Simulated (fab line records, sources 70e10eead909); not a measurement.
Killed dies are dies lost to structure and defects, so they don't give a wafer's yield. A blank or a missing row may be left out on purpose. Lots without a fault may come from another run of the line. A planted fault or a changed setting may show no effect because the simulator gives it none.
fab line records | flow nand_harc
record lots=6 wafers=18 last_day=24
route steps=1159 shown A_M0@1014 A_M1@1026 END@1159
lots that met no fault: from a run of the same line without faults
start_h: hours from the record's first day to the start of the lot's first wafer shown | wait_h: hours since the lot's step before | " the same as in the row above | L1.1+2: a row that stands for several wafers | - no value, or no start given | * or withheld: withheld | < > ~ a bound
route shown NAME@n: a module of which the file shows steps, and the number in the route of the first | usual: mean/standard deviation of fault-free wafers | same: alike in all rows | chamber/n: place in a boat | sites: the reading at each site | _std_site: their standard deviation | _edge_site: outer sites' mean less inner sites' | radius_mm: how far each site lies from the wafer's centre | mask NAME#n: copy n | behind: the tool/chamber that last shaped the wafer | hold: why the lot was held/for how many hours/how that ended | device: the transistor (n, p or np) that didn't switch | end of line: the same wafers' tests at the end of the route | a step without rows: its recipe alone | killed: dies lost to structure and defects at the first sort, not the wafer's yield | map: a wafer's dies, x killed, . not, _ none there
set.NAME: the setting as run; set.NAME@STEP: as run at that earlier step | model.NAME: the simulator's own value behind a step, which no gauge read
lots at some steps of the route; a table a step, a row a wafer
services: from which hour (start_h, from the record's first day; less than 0 if before it) a tool's chamber was out of use, for how many hours, and why
## steps
# step NHARC_A_M0_PRE_CLEAN_29
# recipe time_s=30 temp_c=280 gas=H2/He
# usual heater_power_w=422/44
# columns lot.wafer tool chamber start_h wait_h heater_power_w
L820.1 pvd_sputter-01 - - - 329
L820.4 " - " " 421
L820.3 " - " " 466
L822.3 pvd_sputter-01 - - - 339
L822.4 " - " " 474
L822.6 " - " " 336
L824.4 pvd_sputter-02 - - - 458
L824.6 " - " " 400
L824.5 " - " " 437
L834.2 pvd_sputter-01 - - - 343
L834.3 " - " " 421
L834.5 " - " " 343
L837.1 pvd_sputter-01 - - - 457
L837.4 " - " " 476
L837.6 " - " " 419
L842.1 pvd_sputter-03 - - - 414
L842.5 " - " " 451
L842.6 " - " " 421
# step NHARC_A_M0_PVD_20
# recipe target_thk_a=50 bias_v=168.6 power_w=15000 chamber_pressure_pa=0.12 time_s=8.06 substrate_temp_c=50 material=TaN
# usual cathode_dc_power_W=15000/2.8 throttle_valve_pct=29.6/0.52
# columns lot.wafer tool chamber start_h wait_h cathode_dc_power_W throttle_valve_pct
L820.3 pvd_sputter-01 - - - 15001 29.8
L820.4 " - " " 14999 30.1
L820.1 " - " " 15000 29.8
L822.4 pvd_sputter-01 - - - 14999 29.6
L822.3 " - " " 14998 29.7
L822.6 " - " " 15004 29.9
L824.4 pvd_sputter-02 - - - 15002 29.6
L824.5 " - " " 14995 29.3
L824.6 " - " " 14999 30.0
L834.3 pvd_sputter-01 - - - 15002 30.0
L834.2 " - " " 15002 29.4
L834.5 " - " " 15000 29.8
L837.4 pvd_sputter-01 - - - 14999 30.0
L837.1 " - " " 14999 29.9
L837.6 " - " " 15002 29.9
L842.1 pvd_sputter-03 - - - 15000 28.7
L842.6 " - " " 15001 31.0
L842.5 " - " " 15000 29.2
# step NHARC_A_M0_PVD_21
# recipe target_thk_a=300 chamber_pressure_pa=5 power_w=5000 substrate_temp_c=30 time_s=20.49 material=Cu
# step NHARC_A_M0_ECD_22
# recipe target_thk_a=4000 bath_temp_c=25 material=Cu
# step NHARC_A_M0_ANNEAL_30
# recipe temp_c=225 time_s=90
# step NHARC_A_M0_CMP_23
# recipe t_overpolish_s=20 target_thk_nm=113.75
# usual motor_current_A=12.5/1.3 time_to_endpoint_s=29.7/2
# same t_overpolish_s=20
# columns lot.wafer tool chamber start_h wait_h motor_current_A time_to_endpoint_s
L820.1 cmp-04 1 404.94 - 13.2 31.6
L820.4 " 2 " " 15.8 28.5
L820.3 " 0 " " 12.2 27.9
L822.4 cmp-01 2 407.80 - 10.8 31.2
L822.3 " 3 " " 12.5 30.3
L822.6 " 3 " " 13.3 29.5
L824.4 cmp-02 3 434.01 - 10.7 28.1
L824.6 " 1 " " 14.3 28.4
L824.5 " 2 " " 13.8 26.6
L834.3 cmp-01 2 492.82 - 10.9 28.3
L834.2 " 0 " " 12.2 31.8
L834.5 " 3 " " 13.5 30.2
L837.4 cmp-02 0 512.93 - 12.4 29.7
L837.1 " 1 " " 14.2 30.7
L837.6 " 3 " " 10.8 28.8
L842.1 cmp-01 0 539.76 - 12.0 29.4
L842.6 " 0 " " 12.4 29.6
L842.5 " 1 " " 12.0 28.2
# step NHARC_A_M0_THK_MEAS_24
# recipe thk_meas_gauge=xrf
# usual thk_nm=114.1/1.4
# columns lot.wafer tool chamber start_h wait_h thk_nm
L820.1 film_metro-02 - 405.25 - 114.5
L820.3 " - " " 113.6
L820.4 " - " " 112.3
L822.3 film_metro-02 - 408.12 - 112.4
L822.4 " - " " 112.8
L822.6 " - " " 113.1
L824.4 film_metro-02 - 434.27 - 116.0
L824.5 " - " " 115.1
L824.6 " - " " 111.3
L834.2 film_metro-01 - 493.14 - 115.3
L834.3 " - " " 113.4
L834.5 " - " " 115.9
L837.1 film_metro-01 - 513.19 - 113.9
L837.4 " - " " 113.2
L837.6 " - " " 117.3
L842.1 film_metro-01 - 540.07 - 113.3
L842.5 " - " " 112.4
L842.6 " - " " 113.8
# step NHARC_A_M0_SRD_25
# step NHARC_A_M0_INSPECT_27
# usual raw_defect_count=439/130
# columns lot.wafer tool chamber start_h wait_h raw_defect_count
L820.1 defect_inspect-01 - 405.42 0.0 418
L820.3 " - " " 566
L820.4 " - " " 275
L822.3 defect_inspect-01 - 408.28 0.0 335
L822.4 " - " " 439
L822.6 " - " " 483
L824.4 defect_inspect-02 - 434.43 0.0 381
L824.5 " - " " 403
L824.6 " - " " 407
L834.2 defect_inspect-02 - 493.29 0.0 402
L834.3 " - " " 326
L834.5 " - " " 474
L837.1 defect_inspect-02 - 513.35 0.0 276
L837.4 " - " " 328
L837.6 " - " " 287
L842.1 defect_inspect-01 - 540.23 0.0 379
L842.5 " - " " 369
L842.6 " - " " 355
# step NHARC_A_M0_PRE_CLEAN_31
# recipe time_s=12 temp_c=370 rf_power_w=300 gas=NH3
# usual heater_power_w=636/69
# columns lot.wafer tool chamber start_h wait_h heater_power_w
L820.3 pecvd-01 1 405.51 0.1 623
L820.1 " 2 " " 611
L820.4 " 2 " " 597
L822.3 pecvd-04 1 408.36 0.1 574
L822.4 " 0 " " 671
L822.6 " 1 " " 581
L824.4 pecvd-02 0 434.54 0.1 643
L824.6 " 1 " " 582
L824.5 " 2 " " 788
L834.3 pecvd-01 1 493.37 0.1 589
L834.2 " 2 " " 649
L834.5 " 2 " " 668
L837.1 pecvd-01 1 513.43 0.1 594
L837.6 " 0 " " 607
L837.4 " 2 " " 551
L842.1 pecvd-02 2 540.30 0.1 806
L842.5 " 2 " " 796
L842.6 " 1 " " 621
# step NHARC_A_M0_DEP_32
# recipe target_thk_a=300 temp_c=370 target_thk_nm=30 pressure_torr=3 flow_sccm=200 rf_w=450 material=SiCN
# step NHARC_A_M1_DEP_00
# recipe target_thk_a=1825 target_thk_nm=182.5 temp_c=withheld pressure_torr=5 flow_sccm=200 rf_w=600 material=SiOC
# columns lot.wafer tool chamber start_h wait_h
L820.1+3+4 pecvd-01 1,2,0 406.11 -
L822.3+4+6 pecvd-01 2,0,1 408.84 -
L824.5+6+4 pecvd-02 2,0,1 435.10 -
L834.3+2+5 pecvd-01 0,1,0 493.87 -
L837.1+6+4 pecvd-01 2,0,1 513.95 -
L842.1+5+6 pecvd-02 2,1,2 541.00 0.5
# step NHARC_A_M1_DEHYDRATE_01
# recipe temp_c=150 time_s=120
# step NHARC_A_M1_HMDS_02
# recipe time_s=30
# step NHARC_A_M1_COAT_34
# recipe temp_c=200 time_s=65
# step NHARC_A_M1_COAT_03
# recipe spin_rpm=1500 resist_thk_nm=90
# step NHARC_A_M1_SOFTBAKE_04
# recipe temp_c=105 time_s=55
# step NHARC_A_M1_EBR_05
# step NHARC_A_M1_EXPOSE_06
# recipe na=1.35 target_cd_nm=120 dose_mj=75.13 mask_id=A_M1
# step NHARC_A_M1_PEB_07
# recipe peb_temp_c=100 peb_time_s=65
# step NHARC_A_M1_DEVELOP_08
# recipe develop_time_s=35 dev_temp_c=23
# step NHARC_A_M1_CD_MEAS_09
# recipe target_cd_nm=120 landing_energy_ev=500
# usual cd_nm=120.2/0.56
# columns lot.wafer tool chamber start_h wait_h cd_nm
L820.1 cd_sem-02 0 406.96 - 120.1
L820.3 " 0 " " 120.4
L820.4 " 0 " " 120.1
L822.3 cd_sem-02 0 409.68 - 120.6
L822.4 " 0 " " 120.2
L822.6 " 0 " " 120.3
L824.4 cd_sem-01 0 435.81 - 119.2
L824.5 " 0 " " 119.1
L824.6 " 0 " " 119.1
L834.2 cd_sem-03 0 494.54 - 120.8
L834.3 " 0 " " 120.7
L834.5 " 0 " " 120.7
L837.1 cd_sem-01 0 514.81 - 119.8
L837.4 " 0 " " 120.0
L837.6 " 0 " " 119.8
L842.1 cd_sem-01 0 541.91 - 119.2
L842.5 " 0 " " 119.6
L842.6 " 0 " " 118.9
# step NHARC_A_M1_OVL_MEAS_10
# recipe pitch_nm=240
# usual overlay_x_nm=-0.1/0.77 overlay_y_nm=0.0/0.72
# columns lot.wafer tool chamber start_h wait_h overlay_x_nm overlay_y_nm
L820.1 overlay-02 - 407.05 - -0.5 -0.1
L820.3 " - " " -0.1 0.5
L820.4 " - " " -0.1 0.6
L822.3 overlay-01 - 409.77 - 0.1 1.2
L822.4 " - " " 0.3 0.6
L822.6 " - " " 0.6 0.7
L824.4 overlay-02 - 435.89 - 0.7 0.8
L824.5 " - " " 0.2 0.8
L824.6 " - " " 0.5 1.5
L834.2 overlay-02 - 494.63 - -0.4 0.2
L834.3 " - " " 0.4 0.3
L834.5 " - " " -0.3 -0.1
L837.1 overlay-02 - 514.90 - 0.2 -1.4
L837.4 " - " " 0.4 -1.5
L837.6 " - " " 0.6 -1.4
L842.1 overlay-02 - 542.00 - 0.5 -0.1
L842.5 " - " " 0.8 -0.1
L842.6 " - " " 0.4 0.1
# step NHARC_A_M1_INSPECT_11
# usual raw_defect_count=33/15
# columns lot.wafer tool chamber start_h wait_h raw_defect_count
L820.1 defect_inspect-02 - 407.09 0.0 18
L820.3 " - " " 28
L820.4 " - " " 20
L822.3 defect_inspect-02 - 409.80 0.0 29
L822.4 " - " " 24
L822.6 " - " " 29
L824.4 defect_inspect-01 - 435.93 0.0 12
L824.5 " - " " 17
L824.6 " - " " 12
L834.2 defect_inspect-02 - 494.66 0.0 868
L834.3 " - " " 834
L834.5 " - " " 806
L837.1 defect_inspect-02 - 514.93 0.0 850
L837.4 " - " " 860
L837.6 " - " " 843
L842.1 defect_inspect-01 - 542.03 0.0 68
L842.5 " - " " 86
L842.6 " - " " 66
# step NHARC_A_M1_DESCUM_14
# recipe time_s=3 o2_flow_sccm=200 ar_flow_sccm=0 bias_power_w=0 chemistry=O2
# usual drypump_motor_current_A=5.43/0.27 oes_product_au=0.997/0.0081 rf_vpp_V=57.6/0.84 showerhead_plenum_p_Torr=1.87/0.076 throttle_valve_pct=11.310/0.0097
# columns lot.wafer tool chamber start_h wait_h drypump_motor_current_A oes_product_au rf_hours_counter_h rf_vpp_V showerhead_plenum_p_Torr throttle_valve_pct
L820.1 rie_diel-03 2 407.15 0.1 5.35 1.005 0 55.5 1.78 11.318
L820.3 " 0 " " 5.02 1.002 0 57.5 1.88 11.315
L820.4 " 1 " " 5.70 1.004 0 58.5 1.78 11.312
L822.3 rie_diel-03 3 409.86 0.1 5.44 0.991 0 57.5 1.98 11.311
L822.4 " 2 " " 5.37 1.011 0 56.2 1.78 11.314
L822.6 " 3 " " 5.44 0.992 - 57.5 1.98 11.302
L824.4 rie_diel-01 2 436.00 0.1 4.92 0.995 8 58.6 1.94 11.320
L824.6 " 1 " " 5.32 0.996 - 58.1 1.86 11.309
L824.5 " 2 " " 4.92 0.986 - 58.3 1.94 11.301
L834.3 rie_diel-13 3 494.73 0.1 5.71 0.994 0 59.0 1.97 11.306
L834.2 " 0 " " 5.62 0.994 0 57.7 1.86 11.309
L834.5 " 3 " " 5.71 0.987 - 58.0 1.97 11.323
L837.1 rie_diel-03 0 514.99 0.1 5.00 0.997 7 57.9 1.87 11.317
L837.4 " 3 " " 5.44 1.001 7 56.6 1.98 11.293
L837.6 " 0 " " 5.01 1.005 - 56.8 1.87 11.311
L842.1 rie_diel-03 2 542.12 0.1 5.34 1.008 9 56.1 1.78 11.310
L842.6 " 3 " " 5.46 0.987 - 58.5 1.98 11.301
L842.5 " 0 " " 5.01 0.993 - 58.0 1.87 11.304
# step NHARC_END_SORT_01
# recipe temp_c=25
# usual defect_limited_yield=95.1/1.8 killed_at_array=29/11 killed_at_other=0.6/0.89 killed_at_periphery=3.8/2.8 killed_dies=33/12 killed_open=3.5/1.9 killed_short=1.9/1.3 sort_bin_2_pct=1.5/0.72 sort_bin_3_pct=0.28/0.23 sort_bin_4_pct=3.1/1.2 sort_n_pass=644/12 sort_rim_yield_pct=94.8/2.9 sort_yield_pct=95.1/1.8
# same gross_dies=677 sort_bin_5_pct[%]=0 sort_bin_6_pct[%]=0 sort_bin_7_pct[%]=0 sort_bin_8_pct[%]=0 sort_rim_n_gross=106.00
# columns lot.wafer tool chamber start_h wait_h defect_limited_yield[%] killed_at_array killed_at_other killed_at_periphery killed_dies killed_open killed_short sort_bin_2_pct[%] sort_bin_3_pct[%] sort_bin_4_pct[%] sort_n_pass sort_rim_yield_pct[%] sort_yield_pct[%]
L822.3 prober-02 0 448.71 3.1 96.2 24 0 2 26 0 1 1.0 0 2.8 651 97.2 96.2
L822.4 prober-02 0 449.52 3.4 97.0 20 0 0 20 3 2 1.0 0.15 1.8 657 93.4 97.0
L822.6 prober-02 0 451.15 4.1 96.2 24 1 1 26 2 4 1.5 0 2.4 651 93.4 96.2
L834.2 prober-01 0 533.69 2.8 88.5 74 1 3 78 3 3 4.7 3.99 2.8 599 80.2 88.5
L834.3 prober-01 0 534.49 3.1 82.0 117 0 5 122 5 2 7.2 4.43 6.4 555 85.8 82.0
L834.5 prober-01 0 536.09 3.7 83.3 110 0 3 113 2 2 7.2 5.02 4.4 564 86.8 83.3
L837.1 prober-01 0 554.97 2.5 83.8 109 0 1 110 3 1 6.9 5.17 4.1 567 92.5 83.8
L837.4 prober-01 0 557.38 3.4 89.8 69 0 0 69 3 3 3.5 3.25 3.4 608 82.1 89.8
L837.6 prober-01 0 558.98 4.0 84.6 103 0 1 104 2 1 6.2 4.87 4.3 573 89.6 84.6
# killed by level:class
L822.3 A_SLIT:chamber_film_flake=10 A_CHANNEL_HOLE_D1:chamber_film_flake=5 A_STAIRCASE:chamber_film_flake=3 P_ZERO_WELL:chamber_film_flake=2 A_M1:chamber_film_flake=2 A_CONTACT:geometric_particle:short=1 A_CHANNEL_FILL_D1:chamber_film_flake=1 A_WL_FILL:chamber_film_flake=1
L822.4 A_SLIT:chamber_film_flake=6 A_CONTACT:chamber_film_flake=4 A_ONON_D1:geometric_particle:short=2 A_CHANNEL_HOLE_D1:chamber_film_flake=2 A_CONTACT:geometric_particle:open=1 A_BLC:geometric_particle:open=1 A_M0:geometric_particle:open=1 A_STAIRCASE:chamber_film_flake=1
L822.6 A_SLIT:chamber_film_flake=12 A_CONTACT:chamber_film_flake=3 A_STAIRCASE:chamber_film_flake=2 P_CONTACT:geometric_particle:short=1 A_ONON_D1:geometric_particle:short=1 A_CHANNEL_FILL_D1:geometric_particle:open=1 A_WL_FILL:geometric_particle:short=1 A_CONTACT:geometric_particle:short=1
L834.2 A_M1:unspecified=56 A_SLIT:chamber_film_flake=9 A_CHANNEL_HOLE_D1:chamber_film_flake=3 A_STAIRCASE:chamber_film_flake=3 P_GATE:geometric_particle:open=1 P_CONTACT:geometric_particle:short=1 A_SGD_CUT:geometric_particle:open=1 A_WL_FILL:geometric_particle:short=1
L834.3 A_M1:unspecified=92 A_SLIT:chamber_film_flake=8 A_CONTACT:chamber_film_flake=6 A_CHANNEL_HOLE_D1:chamber_film_flake=4 A_STAIRCASE:chamber_film_flake=4 P_CONTACT:geometric_particle:open=2 P_CONTACT:geometric_particle:short=1 P_M1:geometric_particle:open=1
L834.5 A_M1:unspecified=93 A_SLIT:chamber_film_flake=10 A_CHANNEL_HOLE_D1:chamber_film_flake=3 P_CONTACT:geometric_particle:open=1 P_M1:geometric_particle:open=1 A_ONON_D1:geometric_particle:short=1 A_M0:geometric_particle:short=1 P_CONTACT:chamber_film_flake=1
L837.1 A_M1:unspecified=97 A_CHANNEL_HOLE_D1:chamber_film_flake=3 A_CONTACT:chamber_film_flake=3 P_M0:geometric_particle:open=1 A_SGD_CUT:geometric_particle:short=1 A_CONTACT:geometric_particle:open=1 A_M0:geometric_particle:open=1 A_STAIRCASE:chamber_film_flake=1
L837.4 A_M1:unspecified=57 A_CHANNEL_HOLE_D1:chamber_film_flake=3 A_CHANNEL_FILL_D1:geometric_particle:short=2 A_CONTACT:chamber_film_flake=2 A_ONON_D1:geometric_particle:short=1 A_CHANNEL_FILL_D1:geometric_particle:open=1 A_WL_FILL:geometric_particle:open=1 A_CONTACT:geometric_particle:open=1
L837.6 A_M1:unspecified=87 A_CHANNEL_HOLE_D1:chamber_film_flake=7 A_CONTACT:chamber_film_flake=3 A_WL_FILL:chamber_film_flake=2 P_GATE:geometric_particle:open=1 A_ONON_D1:geometric_particle:open=1 A_CONTACT:geometric_particle:short=1 A_STAIRCASE:chamber_film_flake=1
# map L834.3 (x killed, . not)
____________x____________
_________x......_________
_______xx........._______
______.............______
_____..............._____
____...x.............____
____..x..............____
___...................___
___.............x.....___
__.....................__
__.....................__
_x......................_
_..xx..................._
_xx....................._
_......................._
_.x.....x..............._
x.x.x.................x..
.....xx..................
....x..x.................
...xxxxx.................
..xxxxxxx................
_..xxxxxx.x............._
_xxxxxxxxxx.xx.........._
_..xxxxxxxx............._
_..xxxxxxx.x............_
_.xxxxxxxxxx............_
__xxxxxxxx.............__
__xxxxxxxx..x..........__
___xxxxxxxx.......x.x.___
___xxxxxxx............___
____.xxxxx...........____
____xxx.x............____
_____..............._____
______.............______
_______..........._______
_________......._________
____________.____________
# map L837.1 (x killed, . not)
____________.____________
_________......._________
_______....x......_______
______.............______
_____.xx............_____
____...x.............____
____.................____
___...................___
___x...x..............___
__.....................__
__.....................__
_......................._
_x.............x........_
_......................._
_......................._
_......................._
.x.......................
.........................
.........................
...............x.........
.x.x.....................
_......................._
_..............xx......._
_............x.xxxxx...._
_...........xxxxxxxx...._
_.........x.xxxxxxxx...._
__.........xxxxxxxxxx..__
__.........xxxxxxxxxx..__
___.x......xxxxxxxxx..___
___.......xxxxxxxxxx..___
____.......xxxxxxxx..____
____......x.xxxxxxx..____
_____.......xxxxxxxx_____
______.......xxxxxx______
_______......xx.x._______
_________......._________
____________.____________
## services
# columns tool chamber start_h hours kind
pvd_sputter-02 - 383.11 0.5 repair
pvd_sputter-01 - 390.12 2.8 repair
pvd_sputter-02 - 392.00 10.0 pm
rie_diel-03 - 392.30 9.0 pm
cmp-02 - 416.16 3.4 repair
pecvd-01 - 418.31 13.0 pm
cmp-02 - 422.62 4.0 pm
pvd_sputter-01 - 423.62 5.1 repair
rie_diel-03 0 432.15 1.8 repair
cmp-01 - 433.95 2.4 repair
cmp-01 - 443.61 2.3 repair
rie_diel-03 - 446.19 0.1 repair
rie_diel-03 - 457.98 0.3 repair
pvd_sputter-03 - 458.00 10.0 pm
cmp-02 - 465.11 1.4 repair
pvd_sputter-03 - 468.49 2.1 repair
cmp-01 - 473.65 4.0 pm
cmp-01 - 479.19 1.6 repair
cmp-02 - 495.91 1.7 repair
cmp-01 - 501.62 1.0 repair
pecvd-02 - 515.16 13.0 pm
pvd_sputter-02 - 519.95 13.5 repair
cmp-02 - 520.62 4.0 pm
pecvd-02 0 532.21 17.7 repair
## key
first_sign step=NHARC_A_M1_INSPECT_11 reading=raw_defect_count direction=up sigmas=54 usual=33 struck=844
effect step=NHARC_END_SORT_01 reading=killed_at_array direction=up sigmas=6 usual=29 struck=97
more_kills_born_at NHARC_A_M1_DEP_00@pecvd-01=482
met_at NHARC_A_M1_DEP_00
struck_wafers L834.2,L834.3,L834.5,L837.1,L837.4,L837.6
onset_between 408.84 493.87
also_fits NHARC_A_M0_PRE_CLEAN_29:pvd_sputter-01,NHARC_A_M0_PVD_20:pvd_sputter-01,NHARC_A_M0_PRE_CLEAN_31:pecvd-01
fault kind=chamber_particle_source tool=pecvd-01 chamber=- onset_h=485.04 steps=NHARC_A_M1_DEP_00 rate_per_visit_cm2=1.2782 end_h=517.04
